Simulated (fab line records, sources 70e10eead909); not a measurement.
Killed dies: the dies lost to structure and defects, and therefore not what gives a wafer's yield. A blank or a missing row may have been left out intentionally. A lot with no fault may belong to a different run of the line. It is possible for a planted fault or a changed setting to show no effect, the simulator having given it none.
fab line records -- flow nand_harc
[record] lots = 13, wafers = 37, last_day = 32
route steps=1302 shown A_STAIRCASE@876 A_SGD_CUT@896
lots untouched by any fault: they come from a run of this same line in which no faults occurred
start_h: the number of hours between the record's first day and the start of the first shown wafer of the lot -- wait_h: how many hours have passed since the lot's step before this one -- " unchanged from the row above -- L1.1+2: one row covering several wafers at once -- - no value, or no start was given -- * or withheld: withheld -- < > ~ a bound
route shown NAME@n: names a module that has steps shown in the file, with the first one's number in the route -- usual: mean/standard deviation of fault-free wafers -- same: alike in all rows -- chamber/n: place in a boat -- sites: the reading at each site -- _std_site: the values' standard deviation -- _edge_site: the outer-site mean with the inner-site mean subtracted -- radius_mm: how far each site lies from the wafer's centre -- mask NAME#n: copy n -- behind: tool/chamber where the wafer was last shaped -- hold: why the lot went on hold/how many hours it stayed there/how the hold came to an end -- device: names the non-switching transistor (n, p or np) -- end of line: the tests these same wafers got at the end of their route -- a step without rows: its recipe alone -- killed: dies that structure and defects cost at the first sort, which is not the same as the wafer's yield -- map: per-die view of a wafer (x killed, . not killed, _ where there is no die)
set.NAME: the setting that was run; set.NAME@STEP: the one run at that earlier step -- model.NAME: the simulator's own value behind a step, which no gauge read
route steps across a sampled set of lots; one table per step, one row per wafer
services: from which hour (start_h, from the record's first day; less than 0 if before it) a tool's chamber was out of use, for how many hours, and why
[[steps]]
[step NHARC_A_STAIRCASE_CMP_450]
[recipe] target_thk_nm = 200, material = SiO2
[usual] motor_current_A = 11.8/1.3, slurry_filter_dp_kPa = 13.50/0.14
lot.wafer,tool,chamber,start_h,wait_h,motor_current_A,slurry_filter_dp_kPa
L976.4,cmp-03,0,451.81,-,13.4,13.35
L976.6,cmp-03,1,451.81,-,10.8,13.65
L976.5,cmp-03,2,451.81,-,12.3,13.70
L977.1,cmp-01,0,451.81,-,13.6,13.58
L977.3,cmp-01,1,451.81,-,11.1,13.41
L977.4,cmp-01,3,451.81,-,11.0,13.45
L978.3,cmp-03,2,454.66,-,12.7,13.31
L978.6,cmp-03,0,454.66,-,13.5,13.38
L978.5,cmp-03,1,454.66,-,10.9,13.66
L975.1,cmp-02,0,455.57,-,10.9,13.63
L975.6,cmp-02,1,455.57,-,13.8,13.43
L975.5,cmp-02,2,455.57,-,12.0,13.53
L979.1,cmp-01,1,468.98,-,11.7,13.47
L979.4,cmp-01,2,468.98,-,9.8,13.48
L979.5,cmp-01,2,468.98,-,10.9,13.45
L984.3,cmp-01,3,524.73,-,11.2,13.49
L984.4,cmp-01,2,524.73,-,10.2,13.51
L988.4,cmp-01,0,551.26,-,14.2,13.82
L988.3,cmp-01,2,551.26,-,10.0,13.49
L989.2,cmp-01,1,574.46,-,12.4,13.29
L989.5,cmp-01,1,574.46,-,12.4,13.50
L989.6,cmp-01,2,574.46,-,9.9,13.74
L992.3,cmp-01,3,589.21,-,10.5,13.56
L992.4,cmp-01,1,589.21,-,11.1,13.52
L992.2,cmp-01,2,589.21,-,9.8,13.67
L994.4,cmp-01,3,613.23,-,11.3,13.66
L994.6,cmp-01,1,613.23,-,11.9,13.78
L994.5,cmp-01,2,613.23,-,9.9,13.43
L993.3,cmp-02,0,616.09,-,10.4,13.35
L993.1,cmp-02,1,616.09,-,13.5,13.39
L993.6,cmp-02,0,616.09,-,10.3,13.51
L996.3,cmp-01,1,640.64,-,11.6,13.58
L996.4,cmp-01,2,640.64,-,10.4,13.69
L996.1,cmp-01,0,640.64,-,13.8,13.66
L997.1,cmp-02,2,642.52,-,12.1,13.63
L997.3,cmp-02,3,642.52,-,13.0,13.56
L997.5,cmp-02,2,642.52,-,11.8,13.33
[step NHARC_A_STAIRCASE_ETCHBACK_422]
[recipe] target_depth_a = 400, over_etch_frac = 0.3, time_s = 74.286, ion_energy_ev = 120, ch3f_flow_sccm = 50, o2_flow_sccm = 30, ar_flow_sccm = 200, rf_w = 500, bias_w = 100, chemistry = CH3F/O2
[usual] ch3f_flow_sccm = 50.00/0.14, drypump_motor_current_A = 5.5/0.37, mfc_ar_sccm = 200.0/0.63, oes_product_au = 0.95/0.038, rf_vpp_V = 244.2/1.4, showerhead_plenum_p_Torr = 2.45/0.087, throttle_valve_pct = 20.662/0.0082
lot.wafer,tool,chamber,start_h,wait_h,ch3f_flow_sccm,drypump_motor_current_A,mfc_ar_sccm,oes_product_au,rf_hours_counter_h,rf_vpp_V,showerhead_plenum_p_Torr,throttle_valve_pct
L976.4,rie_diel-07,1,452.33,0.1,50.16,5.0,199.5,0.92,41,244.4,2.52,20.680
L976.5,rie_diel-07,3,452.33,0.1,50.20,5.3,199.8,0.92,-,243.3,2.42,20.662
L976.6,rie_diel-07,0,452.33,0.1,50.06,6.1,199.3,0.92,-,247.3,2.60,20.656
L977.3,rie_diel-08,3,452.35,0.1,49.97,5.5,200.5,0.96,29,241.4,2.31,20.665
L977.1,rie_diel-08,1,452.35,0.1,49.80,5.8,199.6,0.99,28,245.5,2.49,20.662
L977.4,rie_diel-08,2,452.35,0.1,50.39,5.4,199.1,0.99,24,244.1,2.43,20.658
L978.3,rie_diel-08,2,455.20,0.1,49.86,5.4,200.0,0.93,24,243.7,2.43,20.669
L978.6,rie_diel-08,0,455.20,0.1,50.20,5.2,198.5,0.93,-,245.0,2.45,20.677
L978.5,rie_diel-08,1,455.20,0.1,49.81,5.7,201.2,0.94,-,245.3,2.49,20.662
L975.1,rie_diel-07,1,456.11,0.2,49.96,5.1,200.7,0.91,42,244.0,2.52,20.670
L975.6,rie_diel-07,3,456.11,0.2,49.78,5.2,200.4,0.90,-,243.8,2.42,20.676
L975.5,rie_diel-07,0,456.11,0.2,50.13,6.1,201.1,0.90,-,246.2,2.60,20.668
L979.1,rie_diel-08,1,469.54,0.1,50.00,5.8,200.1,0.94,33,246.1,2.49,20.671
L979.4,rie_diel-08,2,469.54,0.1,50.12,5.4,198.6,0.94,30,243.4,2.43,20.668
L979.5,rie_diel-08,3,469.54,0.1,49.94,5.5,199.7,0.91,-,243.1,2.31,20.667
L984.3,rie_diel-07,0,525.26,0.1,50.17,6.2,200.4,0.98,15,245.9,2.59,20.662
L984.4,rie_diel-07,3,525.26,0.1,50.03,5.2,200.1,1.00,11,243.0,2.41,20.672
L988.4,rie_diel-07,2,551.81,0.1,49.91,5.2,200.1,0.93,21,246.8,2.53,20.671
L988.3,rie_diel-07,3,551.81,0.1,49.93,5.3,200.2,0.92,21,244.4,2.41,20.651
L989.2,rie_diel-08,1,575.01,0.1,49.95,5.8,199.4,1.02,4,244.2,2.48,20.655
L989.6,rie_diel-08,0,575.01,0.1,50.15,5.2,200.5,1.03,-,242.2,2.44,20.657
L989.5,rie_diel-08,1,575.01,0.1,50.07,5.7,199.5,1.01,-,243.9,2.48,20.685
L992.2,rie_diel-08,3,589.76,0.1,49.95,5.5,200.0,1.00,9,240.9,2.29,20.675
L992.3,rie_diel-08,0,589.76,0.1,50.15,5.2,199.6,1.02,8,245.0,2.44,20.656
L992.4,rie_diel-08,1,589.76,0.1,50.08,5.7,199.5,1.02,8,244.7,2.48,20.666
L994.4,rie_diel-07,2,613.76,0.2,49.86,5.2,199.6,0.93,42,244.1,2.52,20.660
L994.6,rie_diel-07,0,613.76,0.2,50.19,6.1,200.3,0.92,-,244.7,2.58,20.666
L994.5,rie_diel-07,1,613.76,0.2,49.81,5.0,200.3,0.92,-,244.3,2.49,20.656
L993.3,rie_diel-08,1,616.64,0.2,49.76,5.7,199.7,1.00,19,244.5,2.48,20.650
L993.1,rie_diel-08,2,616.64,0.2,49.72,5.3,199.5,0.97,18,244.3,2.41,20.671
L993.6,rie_diel-08,3,616.64,0.2,50.05,5.5,200.0,0.97,-,242.1,2.29,20.658
L996.1,rie_diel-07,0,641.17,0.1,50.13,6.2,199.9,0.92,52,243.7,2.57,20.649
L996.4,rie_diel-07,1,641.17,0.1,49.93,5.0,199.9,0.91,53,244.0,2.49,20.661
L996.3,rie_diel-07,3,641.17,0.1,49.95,5.3,199.5,0.93,50,244.1,2.39,20.654
L997.1,rie_diel-06,3,643.07,0.1,49.84,5.9,201.3,0.93,46,243.6,2.40,20.669
L997.3,rie_diel-06,0,643.07,0.1,50.15,5.5,199.9,0.92,44,246.3,2.57,20.670
L997.5,rie_diel-06,1,643.07,0.1,50.00,5.7,200.0,0.92,-,243.7,2.40,20.650
[step NHARC_A_STAIRCASE_INSPECT_155]
[usual] raw_defect_count = 419/120
lot.wafer,tool,chamber,start_h,wait_h,raw_defect_count
L976.4,defect_inspect-01,-,453.57,0.1,320
L976.5,defect_inspect-01,-,453.57,0.1,320
L976.6,defect_inspect-01,-,453.57,0.1,289
L977.1,defect_inspect-02,-,453.74,0.1,312
L977.3,defect_inspect-02,-,453.74,0.1,299
L977.4,defect_inspect-02,-,453.74,0.1,491
L978.3,defect_inspect-01,-,456.50,0.1,476
L978.5,defect_inspect-01,-,456.50,0.1,496
L978.6,defect_inspect-01,-,456.50,0.1,632
L975.1,defect_inspect-01,-,458.73,0.1,362
L975.5,defect_inspect-01,-,458.73,0.1,471
L975.6,defect_inspect-01,-,458.73,0.1,488
L979.1,defect_inspect-01,-,470.76,0.1,258
L979.4,defect_inspect-01,-,470.76,0.1,220
L979.5,defect_inspect-01,-,470.76,0.1,227
L984.3,defect_inspect-01,-,526.56,0.1,281
L984.4,defect_inspect-01,-,526.56,0.1,422
L988.3,defect_inspect-02,-,553.08,0.1,258
L988.4,defect_inspect-02,-,553.08,0.1,322
L989.2,defect_inspect-02,-,576.27,0.1,525
L989.5,defect_inspect-02,-,576.27,0.1,399
L989.6,defect_inspect-02,-,576.27,0.1,496
L992.2,defect_inspect-02,-,591.02,0.1,813
L992.3,defect_inspect-02,-,591.02,0.1,491
L992.4,defect_inspect-02,-,591.02,0.1,397
L994.4,defect_inspect-02,-,614.99,0.1,482
L994.5,defect_inspect-02,-,614.99,0.1,443
L994.6,defect_inspect-02,-,614.99,0.1,337
L993.1,defect_inspect-02,-,617.87,0.1,772
L993.3,defect_inspect-02,-,617.87,0.1,603
L993.6,defect_inspect-02,-,617.87,0.1,469
L996.1,defect_inspect-02,-,642.42,0.1,328
L996.3,defect_inspect-02,-,642.42,0.1,328
L996.4,defect_inspect-02,-,642.42,0.1,335
L997.1,defect_inspect-02,-,644.30,0.1,533
L997.3,defect_inspect-02,-,644.30,0.1,590
L997.5,defect_inspect-02,-,644.30,0.1,383
[step NHARC_A_SGD_CUT_SOFTBAKE_04]
[recipe] temp_c = 105, time_s = 55
[usual] heater_power_total_W = 188.45/0.13
lot.wafer,tool,chamber,start_h,wait_h,heater_power_total_W
L976.4,litho_track-04,0,453,-,188.40
L976.5,litho_track-04,0,453,-,188.40
L976.6,litho_track-04,0,453,-,188.62
L977.1,litho_track-06,0,454,-,188.45
L977.3,litho_track-06,0,454,-,188.75
L977.4,litho_track-06,0,454,-,188.31
L978.3,litho_track-04,0,456,-,188.35
L978.5,litho_track-04,0,456,-,188.51
L978.6,litho_track-04,0,456,-,188.37
L975.1,litho_track-06,0,459,-,188.47
L975.5,litho_track-06,0,459,-,188.49
L975.6,litho_track-06,0,459,-,188.48
L979.1,litho_track-06,0,471,-,188.33
L979.4,litho_track-06,0,471,-,188.32
L979.5,litho_track-06,0,471,-,188.75
L984.3,litho_track-06,0,526,-,188.47
L984.4,litho_track-06,0,526,-,244.56
L988.3,litho_track-06,0,553,-,188.69
L988.4,litho_track-06,0,553,-,244.57
L989.2,litho_track-01,0,576,-,188.32
L989.5,litho_track-01,0,576,-,188.42
L989.6,litho_track-01,0,576,-,188.45
L992.2,litho_track-04,0,591,-,188.69
L992.3,litho_track-04,0,591,-,188.31
L992.4,litho_track-04,0,591,-,188.73
L994.4,litho_track-06,0,615,-,188.35
L994.5,litho_track-06,0,615,-,188.30
L994.6,litho_track-06,0,615,-,188.28
L993.1,litho_track-01,0,618,-,188.64
L993.3,litho_track-01,0,618,-,188.37
L993.6,litho_track-01,0,618,-,188.36
L996.1,litho_track-01,0,642,-,188.45
L996.3,litho_track-01,0,642,-,188.35
L996.4,litho_track-01,0,642,-,188.80
L997.1,litho_track-06,0,644,-,188.50
L997.3,litho_track-06,0,644,-,188.36
L997.5,litho_track-06,0,644,-,188.46
[[services]]
tool,chamber,start_h,hours,kind
cmp-02,-,429.65,4.0,pm
cmp-01,-,440.97,2.1,repair
rie_diel-07,1,442.29,7.0,repair
cmp-03,-,456.00,4.0,pm
rie_diel-07,-,471.29,9.0,pm
cmp-01,-,479.50,4.0,pm
rie_diel-06,-,484.74,9.0,pm
cmp-02,-,503.40,3.3,repair
litho_track-01,-,505.00,7.0,pm
rie_diel-08,1,507.94,34.1,repair
rie_diel-08,-,510.07,0.4,repair
cmp-02,-,523.55,1.0,repair
cmp-02,-,527.65,4.0,pm
litho_track-06,-,529.00,7.0,pm
rie_diel-08,-,548.92,9.0,pm
litho_track-04,-,553.00,7.0,pm
cmp-03,-,554.00,4.0,pm
cmp-01,-,577.50,4.0,pm
rie_diel-08,-,590.30,1.9,repair
rie_diel-08,1,597.98,6.9,repair
cmp-01,-,606.63,3.8,repair
rie_diel-07,-,619.55,0.7,repair
cmp-02,-,625.76,4.0,pm
cmp-03,-,634.39,73.5,repair
[[key]]
[first_sign] step = NHARC_A_SGD_CUT_SOFTBAKE_04, reading = heater_power_total_W, direction = up, sigmas = 99+, usual = *, struck = *
effect none on later readings
met_at NHARC_A_SGD_CUT_SOFTBAKE_04
struck_lots L984,L988
struck_wafers L984.4,L988.4
tester_left_out L984,L988
not_acting_at NHARC_A_STAIRCASE_CMP_450,NHARC_A_STAIRCASE_ETCHBACK_422,NHARC_A_STAIRCASE_INSPECT_155
onset_between 471 526
[fault] kind = process_parameter_drift, tool = litho_track-06, chamber = -, onset_h = 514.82, steps = NHARC_A_SGD_CUT_SOFTBAKE_04, channel = time_s, offset = *, shape = step, end_h = 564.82, scope = struck_wafers_only, acts_in = *, stated = *
// tester_left_out: of these lots the tester's yield and bins aren't shown, on N5 and GAA mostly nor the transistor test; their killed dies are dies lost to structure and defects alone, not to doping, threshold or leakage, so they don't give the yield
